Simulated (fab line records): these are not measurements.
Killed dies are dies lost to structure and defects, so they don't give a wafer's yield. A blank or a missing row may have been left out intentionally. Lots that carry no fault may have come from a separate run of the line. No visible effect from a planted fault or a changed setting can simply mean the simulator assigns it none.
Matching of chambers | flow n5Finfet | N5_BEOL_M13_ILD_DEP_00 on pecvd-02 has 3 sister chambers
The step deposits SiOC from DEMS/O2, target thk 837.92 nm, time 166.4 s. 3 wafers are shown with their chamber, then 9 later ones without.

## WAFERS, EACH WITH ITS CHAMBER
wafer  | chamber | showerheadVppV (V)
L091.1 | 2       | 1360
L091.2 | 0       | 1454
L091.6 | 1       | 1349

## WAFERS WITHOUT THEIR CHAMBER
wafer  | showerheadVppV (V)
L090.1 | 1461
L090.3 | 1378
L090.4 | 1366
L096.1 | 1369
L096.2 | 1478
L096.5 | 1467
L097.1 | 1342
L097.2 | 1428
L097.5 | 1477

## EACH ONE'S CHAMBER
wafer  | from the rows above     | in truth
L090.1 | 0                       | 0
L090.3 | can't be placed: 2 or 1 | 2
L090.4 | can't be placed: 2 or 1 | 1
L096.1 | can't be placed: 2 or 1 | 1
L096.2 | 0                       | 0
L096.5 | 0                       | 0
L097.1 | can't be placed: 1 or 2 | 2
L097.2 | 0                       | 0
L097.5 | 0                       | 0
5 of 9 placed correctly. Cannot be placed on the basis of these rows: 4; the candidates contain the true chamber in 4. Placed wrongly: 0.
How it was worked out, from the rows above alone: a wafer's distance from a chamber is the root of the sum, over the readings, of the square of ((its reading less the chamber's mean) divided by the reading's scatter). If the next closest chamber is less than 2 further off than the closest, the wafer can't be placed; otherwise it belongs to the closest. For every chamber, the mean is computed from those of its wafers that are shown. The scatter: root of mean squared gap, hidden wafer to nearest shown wafer, with one shown wafer a chamber.
